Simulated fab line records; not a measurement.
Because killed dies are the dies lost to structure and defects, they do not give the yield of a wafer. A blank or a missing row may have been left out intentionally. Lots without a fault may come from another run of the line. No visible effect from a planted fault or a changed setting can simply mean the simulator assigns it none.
Which tool was responsible? | flow n5Finfet | 30 wafers from 10 lots sampled at 6 of the route's 1938 steps

## WHAT EACH GAUGE READ, for each wafer
The record holds no reading of a measuring or inspecting step that can be judged against a usual standard deviation.

## EACH LOT AND THE TOOL THAT RAN IT (in order: tool; ch and the chambers of the sampled wafers; start)
lot  | N5_ZERO_LAYER_COAT_05           | N5_ZERO_LAYER_STRIP_24             | N5_WELL_APT_EPI_41            | N5_PMOS_HMC_CHANNEL_EPI_ETCH_32  | N5_PMOS_HMC_CHANNEL_EPI_HM_OPEN_15 | N5_PASSIVATION_PROBE_49
L360 | lithoTrack-03 ch 0, day 1 12:23 | plasmaAsher-02 ch 0,1, day 1 13:02 | epiRpcvd-02 ch 0, day 1 16:43 | rieDiel-03 ch 1,2,3, day 1 18:21 | rieDiel-03 ch 1,2,3, day 1 18:23   | -
L361 | lithoTrack-02 ch 0, day 1 18:22 | plasmaAsher-01 ch 0, day 1 18:53   | epiRpcvd-01 ch 0, day 1 21:58 | rieDiel-02 ch 2,3, day 1 23:04   | rieDiel-02 ch 2,3, day 1 23:07     | -
L367 | lithoTrack-02 ch 0, day 3 06:22 | plasmaAsher-01 ch 0,1, day 3 06:53 | epiRpcvd-03 ch 0, day 3 10:36 | rieDiel-03 ch 1,2, day 3 12:17   | rieDiel-03 ch 1,2, day 3 12:20     | -
L369 | lithoTrack-03 ch 0, day 3 18:22 | plasmaAsher-02 ch 0,1, day 3 19:04 | epiRpcvd-03 ch 0, day 3 22:20 | rieDiel-02 ch 0,2, day 3 23:35   | rieDiel-02 ch 0,2, day 3 23:37     | -
L371 | lithoTrack-02 ch 0, day 4 06:24 | plasmaAsher-01 ch 0,1, day 4 07:10 | epiRpcvd-01 ch 0, day 4 10:10 | rieDiel-02 ch 1,2,3, day 4 11:16 | rieDiel-02 ch 1,2,3, day 4 11:18   | -
L373 | lithoTrack-02 ch 0, day 4 18:22 | plasmaAsher-01 ch 0,1, day 4 18:53 | epiRpcvd-02 ch 0, day 4 22:14 | rieDiel-03 ch 0,2,3, day 4 23:19 | rieDiel-03 ch 0,2,3, day 4 23:22   | prober-01, day 18 10:51
L374 | lithoTrack-03 ch 0, day 5 00:23 | plasmaAsher-02 ch 0,1, day 5 01:02 | epiRpcvd-03 ch 0, day 5 04:04 | rieDiel-02 ch 2,3, day 5 05:23   | rieDiel-02 ch 2,3, day 5 05:25     | prober-01, day 18 00:59
L377 | lithoTrack-03 ch 0, day 5 18:22 | plasmaAsher-01 ch 0, day 5 19:01   | epiRpcvd-03 ch 0, day 5 22:11 | rieDiel-03 ch 0,1, day 5 23:31   | rieDiel-03 ch 0,1, day 5 23:34     | prober-01, day 19 16:09
L378 | lithoTrack-04 ch 0, day 6 00:22 | plasmaAsher-02 ch 0,1, day 6 00:53 | epiRpcvd-02 ch 0, day 6 04:16 | rieDiel-02 ch 1,2,3, day 6 05:41 | rieDiel-02 ch 1,2,3, day 6 05:44   | -
L380 | lithoTrack-04 ch 0, day 6 12:22 | plasmaAsher-02 ch 0,1, day 6 13:01 | epiRpcvd-02 ch 0, day 6 16:23 | rieDiel-02 ch 0,2,3, day 6 17:44 | rieDiel-02 ch 0,2,3, day 6 17:46   | -
- N5_ZERO_LAYER_COAT_05: resist thk 1000 nm.
- N5_ZERO_LAYER_STRIP_24: strips in O2.
- N5_WELL_APT_EPI_41: deposits Si from SiH4/H2, target thk 50 nm, time 297.7 s.
- N5_PMOS_HMC_CHANNEL_EPI_ETCH_32: etches BARC in N2/H2, stops on SiO2, target depth 85.8 nm, time 50.3 s.
- N5_PMOS_HMC_CHANNEL_EPI_HM_OPEN_15: chemistry CHF3/O2, target SiO2, target depth 40.6 nm, time 20.3 s.
- N5_PASSIVATION_PROBE_49

## WHAT THE TOOLS THEMSELVES READ (means of the sampled wafers that have a number; where no wafer has one, the mark that the record gives instead)
N5_ZERO_LAYER_COAT_05. Usual: spinSpeedRpm 1499.9 rpm, standard deviation 1.1.
lot  | tool          | spinSpeedRpm (rpm) | flag
L360 | lithoTrack-03 | 1500.5             | 
L361 | lithoTrack-02 | 1499.3             | 
L367 | lithoTrack-02 | 1498.8             | 
L369 | lithoTrack-03 | 1500.2             | 
L371 | lithoTrack-02 | 1465.5             | OFF
L373 | lithoTrack-02 | 1465.3             | OFF
L374 | lithoTrack-03 | 1500.6             | 
L377 | lithoTrack-03 | 1498.8             | 
L378 | lithoTrack-04 | 1500.4             | 
L380 | lithoTrack-04 | 1500.2             | 

N5_ZERO_LAYER_STRIP_24. Usual: drypumpMotorCurrentA 5.75 A, standard deviation 0.1; heaterPowerW 342 W, standard deviation 22; o2FlowSccm 6747 sccm, standard deviation 19; oesProductAu 0.647 a.u., standard deviation 0.0038; stripTimeToEndpointS 43.86 s, standard deviation 0.12.
lot  | tool           | drypumpMotorCurrentA (A) | heaterPowerW (W) | o2FlowSccm (sccm) | oesProductAu (a.u.) | stripTimeToEndpointS (s) | flag
L360 | plasmaAsher-02 | 5.80                     | 322              | 6760              | 0.644               | 43.96                    | 
L361 | plasmaAsher-01 | 5.64                     | 356              | 6751              | 0.644               | 43.80                    | 
L367 | plasmaAsher-01 | 5.70                     | 347              | 6763              | 0.651               | 43.95                    | 
L369 | plasmaAsher-02 | 5.87                     | 338              | 6742              | 0.648               | 44.08                    | 
L371 | plasmaAsher-01 | 5.70                     | 348              | 6765              | 0.647               | 44.18                    | 
L373 | plasmaAsher-01 | 5.71                     | 350              | 6750              | 0.645               | 44.23                    | OFF
L374 | plasmaAsher-02 | 5.87                     | 334              | 6742              | 0.648               | 44.02                    | 
L377 | plasmaAsher-01 | 5.65                     | 369              | 6752              | 0.648               | 43.82                    | 
L378 | plasmaAsher-02 | 5.88                     | 337              | 6756              | 0.646               | 43.85                    | 
L380 | plasmaAsher-02 | 5.87                     | 335              | 6738              | 0.645               | 43.97                    | 

N5_WELL_APT_EPI_41. Usual: throttleValvePct 10.6 %, standard deviation 0.44.
lot  | tool        | throttleValvePct (%) | flag
L360 | epiRpcvd-02 | 11.0                 | 
L361 | epiRpcvd-01 | 10.4                 | 
L367 | epiRpcvd-03 | 10.1                 | 
L369 | epiRpcvd-03 | 10.1                 | 
L371 | epiRpcvd-01 | 10.4                 | 
L373 | epiRpcvd-02 | 11.0                 | 
L374 | epiRpcvd-03 | 10.3                 | 
L377 | epiRpcvd-03 | 10.1                 | 
L378 | epiRpcvd-02 | 11.0                 | 
L380 | epiRpcvd-02 | 11.0                 | 

N5_PMOS_HMC_CHANNEL_EPI_ETCH_32. Usual: drypumpMotorCurrentA 5.7 A, standard deviation 0.43; n2FlowSccm 200.0 sccm, standard deviation 0.65; oesProductAu 0.66 a.u., standard deviation 0.069; rfVppV 523.5 V, standard deviation 2.7; showerheadPlenumPTorr 2.53 Torr, standard deviation 0.089; throttleValvePct 17.95 %, standard deviation 0.21.
lot  | tool       | drypumpMotorCurrentA (A) | n2FlowSccm (sccm) | oesProductAu (a.u.) | rfVppV (V) | showerheadPlenumPTorr (Torr) | throttleValvePct (%) | flag
L360 | rieDiel-03 | 5.6                      | 199.7             | 0.62                | 523.5      | 2.49                         | 18.01                | 
L361 | rieDiel-02 | 6.0                      | 200.1             | 0.69                | 525.5      | 2.60                         | 17.89                | 
L367 | rieDiel-03 | 5.8                      | 199.9             | 0.63                | 523.6      | 2.56                         | 18.05                | 
L369 | rieDiel-02 | 5.7                      | 199.6             | 0.61                | 524.1      | 2.55                         | 17.96                | 
L371 | rieDiel-02 | 6.1                      | 200.0             | 0.65                | 525.3      | 2.58                         | 18.00                | 
L373 | rieDiel-03 | 5.2                      | 199.8             | 0.66                | 521.0      | 2.44                         | 17.88                | 
L374 | rieDiel-02 | 5.9                      | 201.0             | 0.67                | 524.9      | 2.59                         | 17.93                | 
L377 | rieDiel-03 | 5.6                      | 200.5             | 0.66                | 525.4      | 2.58                         | 17.90                | 
L378 | rieDiel-02 | 6.0                      | 200.4             | 0.71                | 525.4      | 2.57                         | 17.89                | 
L380 | rieDiel-02 | 5.8                      | 200.5             | 0.71                | 523.2      | 2.53                         | 17.87                | 

N5_PMOS_HMC_CHANNEL_EPI_HM_OPEN_15. Usual: drypumpMotorCurrentA 5.7 A, standard deviation 0.43; oes_o_777_au 0.77 a.u., standard deviation 0.08; oesProductAu 0.77 a.u., standard deviation 0.083; rfVppV 523 V, standard deviation 4.4; showerheadPlenumPTorr 2.41 Torr, standard deviation 0.084; throttleValvePct 18.99 %, standard deviation 0.19.
lot  | tool       | drypumpMotorCurrentA (A) | oes_o_777_au (a.u.) | oesProductAu (a.u.) | rfVppV (V) | showerheadPlenumPTorr (Torr) | throttleValvePct (%) | flag
L360 | rieDiel-03 | 5.6                      | 0.73                | 0.72                | 525        | 2.36                         | 18.98                | 
L361 | rieDiel-02 | 5.9                      | 0.81                | 0.81                | 523        | 2.47                         | 18.99                | 
L367 | rieDiel-03 | 5.8                      | 0.74                | 0.74                | 527        | 2.42                         | 18.99                | 
L369 | rieDiel-02 | 5.8                      | 0.72                | 0.71                | 521        | 2.43                         | 19.07                | 
L371 | rieDiel-02 | 6.0                      | 0.77                | 0.76                | 521        | 2.45                         | 19.05                | 
L373 | rieDiel-03 | 5.2                      | 0.76                | 0.75                | 523        | 2.32                         | 18.92                | 
L374 | rieDiel-02 | 5.9                      | 0.79                | 0.78                | 523        | 2.46                         | 19.03                | 
L377 | rieDiel-03 | 5.6                      | 0.78                | 0.78                | 528        | 2.45                         | 18.89                | 
L378 | rieDiel-02 | 6.0                      | 0.84                | 0.83                | 521        | 2.44                         | 18.94                | 
L380 | rieDiel-02 | 5.8                      | 0.85                | 0.84                | 520        | 2.41                         | 18.97                | 

N5_PASSIVATION_PROBE_49. Usual: defectLimitedYield 91.6 %, standard deviation 1.6; killed_at_M0_to_M3 32, standard deviation 9.7; killed_at_M4_up 13, standard deviation 4.4; killedAtContacts 12, standard deviation 6.5; killedAtFrontEnd 38, standard deviation 12; killedAtOther 3.7, standard deviation 3; killedDies 99, standard deviation 18; killedOnRim 13, standard deviation 3.9; killedOpen 66, standard deviation 14; killedShort 32, standard deviation 7.5; sort_bin_5_function 4.9 %, standard deviation 1; sort_bin_6_memory 3.2 %, standard deviation 0.73; sortNPass 1081, standard deviation 18; sortYieldPct 91.6 %, standard deviation 1.6.
lot  | tool      | defectLimitedYield (%) | killed_at_M0_to_M3 | killed_at_M4_up | killedAtContacts | killedAtFrontEnd | killedAtOther | killedDies | killedOnRim | killedOpen | killedShort | sort_bin_5_function (%) | sort_bin_6_memory (%) | sortNPass | sortYieldPct (%) | flag
L373 | prober-01 | 92.3                   | 29                 | 17              | 8                | 34               | 2.0           | 90         | 10          | 59         | 31          | 4.5                     | 3.0                   | 1090      | 92.3             | 
L374 | prober-01 | 90.8                   | 42                 | 13              | 12               | 39               | 3.7           | 109        | 15          | 71         | 35          | 5.7                     | 3.1                   | 1071      | 90.8             | 
L377 | prober-01 | 91.2                   | 38                 | 16              | 11               | 37               | 1.0           | 103        | 19          | 70         | 34          | 5.1                     | 3.4                   | 1077      | 91.2             | 

## THE ANSWER, worked out from the rows above alone
Rule: lot off if the mean of its wafers having a number is beyond 3 standard deviations from the usual mean. Also off: a lot with no number at a reading for which 4 or more lots have one. Any other lot the step has rows for is counted as sound. After the gauges, taken in route order, come the tools' own readings; for these a lot's mean is taken, as printed above. The first step at which some lot is off is used, and at that step the reading that is off furthest; a lot without a number counts as furthest.
Off at N5_ZERO_LAYER_COAT_05 (spinSpeedRpm): L371, L373.
A tool fits if, at that step or a process step before it, it ran every lot that is off, and no sound lot after the first of them. One fits: lithoTrack-02 at N5_ZERO_LAYER_COAT_05. Its last sound lot is L367 (day 3 06:22), its first lot that is off L371 (day 4 06:24): a fault that began between those two fits.
The tool's own readings at N5_ZERO_LAYER_COAT_05 bear it out: on the lots that are off they differ by more than 5 times the standard deviation of the sound lots' means. spinSpeedRpm reads 1465.4 rpm there against 1499.8 rpm on the sound lots.

## WHAT THE SIMULATOR HAD PUT IN
Process parameters drifting: lithoTrack-02 at N5_ZERO_LAYER_COAT_05, beginning at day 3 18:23. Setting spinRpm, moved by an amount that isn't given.
Struck lots among those shown: L371, L373. The rule above reached the same finding.
